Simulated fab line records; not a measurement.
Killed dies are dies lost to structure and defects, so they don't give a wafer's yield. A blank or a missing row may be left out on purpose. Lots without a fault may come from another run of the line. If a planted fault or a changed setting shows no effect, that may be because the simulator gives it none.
Which tool was responsible? | flow nand_harc | 33 wafers from 11 lots sampled at 5 of the route's 1159 steps

## WHAT THE GAUGES SHOWED, per wafer
NHARC_P_M1_INSPECT_27. Usual: raw_defect_count 324, standard deviation 110.
lot  | measured     | on                | raw_defect_count | flag
L797 | day 6 02:04  | defect_inspect-01 | 380 306 265      |
L800 | day 6 20:13  | defect_inspect-01 | 324 395 350      |
L802 | day 7 15:45  | defect_inspect-02 | 295 314 212      |
L805 | day 8 00:47  | defect_inspect-01 | 283 219 233      |
L806 | day 8 06:07  | defect_inspect-01 | 492 211 292      |
L807 | day 8 13:36  | defect_inspect-01 | 391 315 283      |
L809 | day 9 07:59  | defect_inspect-02 | 317 409 210      |
L812 | day 10 00:41 | defect_inspect-02 | 436 201 341      |
L816 | day 10 18:47 | defect_inspect-01 | 231 241 281      |
L819 | day 11 06:41 | defect_inspect-02 | 307 314 331      |
L820 | day 11 23:26 | defect_inspect-01 | 343 254 457      |

NHARC_END_SORT_01. Usual: defect_limited_yield 95.4 %, standard deviation 1.3; killed_at_array 27, standard deviation 8; killed_at_other 0.8, standard deviation 1.2; killed_at_periphery 3.3, standard deviation 2.3; killed_dies 31, standard deviation 8.8; killed_open 3.2, standard deviation 2.1; killed_short 2.1, standard deviation 1.4; sort_bin_2_pct 1.4 %, standard deviation 0.55; sort_bin_3_pct 0.25 %, standard deviation 0.2; sort_bin_4_pct 2.9 %, standard deviation 0.92; sort_n_pass 646, standard deviation 8.8; sort_rim_yield_pct 95.5 %, standard deviation 2.7; sort_yield_pct 95.4 %, standard deviation 1.3.
lot  | measured     | on        | defect_limited_yield (%) | killed_at_array | killed_at_other | killed_at_periphery | killed_dies | killed_open | killed_short | sort_bin_2_pct (%) | sort_bin_3_pct (%) | sort_bin_4_pct (%) | sort_n_pass | sort_rim_yield_pct (%) | sort_yield_pct (%) | flag
L809 | day 22 04:27 | prober-01 | 0 0 0                    | 20 24 20        | 3 2 3           | 654 651 654         | 677 677 677 | 4 5 1       | 3 1 4        | 97.0 97.3 97.0     | 0.30 0.30 0        | 2.7 2.4 3.0        | 0 0 0       | 0 0 0                  | 0 0 0              | OFF

## WHAT TOOL EACH LOT RAN ON (gives the tool, then ch and the chambers of the sampled wafers, and finally the start)
lot  | NHARC_P_M1_ETCH_28                            | NHARC_P_M1_DEGAS_29          | NHARC_P_M1_PVD_21
L797 | rie_diel-01 ch 2,3, day 6 00:30 or earlier    | pvd_sputter-01, day 6 00:30  | pvd_sputter-01, day 6 00:44
L800 | rie_diel-11 ch 0,1,3, day 6 18:39 or earlier  | pvd_sputter-01, day 6 18:39  | pvd_sputter-01, day 6 18:52
L802 | rie_diel-01 ch 0,1,2, day 7 14:11 or earlier  | pvd_sputter-03, day 7 14:11  | pvd_sputter-03, day 7 14:25
L805 | rie_diel-01 ch 0,2, day 7 23:14 or earlier    | pvd_sputter-02, day 7 23:14  | pvd_sputter-02, day 7 23:28
L806 | rie_diel-11 ch 1,3, day 8 04:11 or earlier    | pvd_sputter-03, day 8 04:11  | pvd_sputter-03, day 8 04:31
L807 | rie_diel-06 ch 0,1,2, day 8 12:03 or earlier  | pvd_sputter-01, day 8 12:03  | pvd_sputter-01, day 8 12:16
L809 | rie_diel-06 ch 0,1,3, day 9 06:26 or earlier  | pvd_sputter-01, day 9 06:26  | pvd_sputter-01, day 9 06:40
L812 | rie_diel-01 ch 0,2,3, day 9 23:05 or earlier  | pvd_sputter-03, day 9 23:05  | pvd_sputter-03, day 9 23:20
L816 | rie_diel-06 ch 1,2,3, day 10 17:13 or earlier | pvd_sputter-03, day 10 17:13 | pvd_sputter-03, day 10 17:27
L819 | rie_diel-11 ch 0,3, day 11 05:07 or earlier   | pvd_sputter-01, day 11 05:07 | pvd_sputter-01, day 11 05:22
L820 | rie_diel-01 ch 1,3, day 11 21:52 or earlier   | pvd_sputter-01, day 11 21:52 | pvd_sputter-01, day 11 22:05
- NHARC_P_M1_ETCH_28: etches the open film in CF4/N2, target depth 30 nm, time 72.99 s.
- NHARC_P_M1_DEGAS_29: time 60 s.
- NHARC_P_M1_PVD_21: deposits Cu, target thk 30 nm, time 20.49 s.

## AS READ BY THE TOOLS THEMSELVES (means over the sampled wafers that have a number; for cases with no such wafer, the mark the record gives instead)
NHARC_P_M1_ETCH_28. Usual: bias_w 100.0 W, standard deviation 0.31; drypump_motor_current_A 5.8 A, standard deviation 0.43; oes_product_au 0.999 a.u., standard deviation 0.009; rf_vpp_V 313.7 V, standard deviation 1.8; showerhead_plenum_p_Torr 2.59 Torr, standard deviation 0.086; throttle_valve_pct 19.795 %, standard deviation 0.0083.
lot  | tool        | bias_w (W) | drypump_motor_current_A (A) | oes_product_au (a.u.) | rf_vpp_V (V) | showerhead_plenum_p_Torr (Torr) | throttle_valve_pct (%) | flag
L797 | rie_diel-01 | 99.8       | 6.0                         | 1.005                 | 312.3        | 2.50                            | 19.795                 |
L800 | rie_diel-11 | 99.8       | 6.0                         | 0.999                 | 315.7        | 2.66                            | 19.789                 |
L802 | rie_diel-01 | 100.0      | 5.8                         | 1.003                 | 313.0        | 2.54                            | 19.793                 |
L805 | rie_diel-01 | 100.0      | 5.8                         | 1.005                 | 311.5        | 2.51                            | 19.790                 |
L806 | rie_diel-11 | 99.7       | 5.9                         | 0.998                 | 316.4        | 2.69                            | 19.791                 |
L807 | rie_diel-06 | 99.9       | 5.3                         | 1.001                 | 312.5        | 2.52                            | 19.802                 |
L809 | rie_diel-06 | 100.0      | 5.4                         | 0.999                 | 312.8        | 2.57                            | 19.793                 |
L812 | rie_diel-01 | 99.9       | 6.0                         | 0.999                 | 312.1        | 2.54                            | 19.797                 |
L816 | rie_diel-06 | 99.8       | 5.6                         | 1.001                 | 313.6        | 2.57                            | 19.799                 |
L819 | rie_diel-11 | 99.9       | 5.9                         | 0.997                 | 313.9        | 2.62                            | 19.788                 |
L820 | rie_diel-01 | 99.9       | 6.0                         | 0.993                 | 313.1        | 2.56                            | 19.796                 |

NHARC_P_M1_DEGAS_29. Usual: heater_power_w 343 W, standard deviation 43; susceptor_temp_C 250.01 C, standard deviation 0.18.
lot  | tool           | heater_power_w (W) | susceptor_temp_C (C) | flag
L797 | pvd_sputter-01 | 356                | -                    | OFF
L800 | pvd_sputter-01 | 296                | -                    | OFF
L802 | pvd_sputter-03 | 390                | 249.98               |
L805 | pvd_sputter-02 | 388                | 250.01               |
L806 | pvd_sputter-03 | 385                | 250.22               |
L807 | pvd_sputter-01 | 327                | 250.05               |
L809 | pvd_sputter-01 | 303                | 250.08               |
L812 | pvd_sputter-03 | 369                | 250.04               |
L816 | pvd_sputter-03 | 364                | 250.01               |
L819 | pvd_sputter-01 | 319                | 249.81               |
L820 | pvd_sputter-01 | 312                | 250.02               |

NHARC_P_M1_PVD_21. Usual: cathode_dc_power_W 5000.1 W, standard deviation 0.82; chamber_pressure_pa 5.001 Pa, standard deviation 0.0097; throttle_valve_pct 30.0 %, standard deviation 0.58.
lot  | tool           | cathode_dc_power_W (W) | chamber_pressure_pa (Pa) | throttle_valve_pct (%) | flag
L797 | pvd_sputter-01 | 5000.6                 | 5.012                    | 29.6                   |
L800 | pvd_sputter-01 | 5000.3                 | 5.010                    | 29.4                   |
L802 | pvd_sputter-03 | 5000.0                 | 4.996                    | 30.2                   |
L805 | pvd_sputter-02 | 5000.5                 | 5.010                    | 30.0                   |
L806 | pvd_sputter-03 | 4999.5                 | 5.002                    | 30.0                   |
L807 | pvd_sputter-01 | 4999.7                 | 5.003                    | 30.0                   |
L809 | pvd_sputter-01 | -                      | -                        | -                      | OFF
L812 | pvd_sputter-03 | 5000.0                 | 5.000                    | 29.9                   |
L816 | pvd_sputter-03 | 5000.9                 | 4.998                    | 30.2                   |
L819 | pvd_sputter-01 | 5000.4                 | 5.001                    | 29.8                   |
L820 | pvd_sputter-01 | 4999.8                 | 4.997                    | 29.8                   |

## THE ANSWER, worked out from the rows above alone
Rule: take the mean of a lot's wafers that have a number; if it is more than 3 standard deviations from the usual mean, the lot is off. Also off: a lot with no number at a reading for which 4 or more lots have one. Any other lot the step has rows for is counted as sound. Order of review: gauges by route order, followed by the tools' own readings, for which a lot's mean as printed above is used. At the first step where some lot is off, the reading lying furthest off is the one used; lots without a number count as furthest.
Off at NHARC_END_SORT_01 (killed_at_periphery): L809. Neither off nor sound, because the step has no rows for them: L797, L800, L802, L805, L806, L807, L812, L816, L819, L820.
A tool fits if, at a process step before that reading, it ran every lot that is off, and no sound lot after the first of them. The gauges at NHARC_END_SORT_01 aren't tried: what is off there is off at NHARC_P_M1_PVD_21 too, on other tools, and a gauge's error can't cause that. NHARC_P_M1_ETCH_28 gives no start for some lots, so the hours and the order of its lots are those of NHARC_P_M1_DEGAS_29. This does not decide it: 2 tools fit, namely rie_diel-06 at NHARC_P_M1_ETCH_28 and pvd_sputter-01 at NHARC_P_M1_DEGAS_29 and NHARC_P_M1_PVD_21.

## WHAT THE SIMULATOR HAD PUT IN
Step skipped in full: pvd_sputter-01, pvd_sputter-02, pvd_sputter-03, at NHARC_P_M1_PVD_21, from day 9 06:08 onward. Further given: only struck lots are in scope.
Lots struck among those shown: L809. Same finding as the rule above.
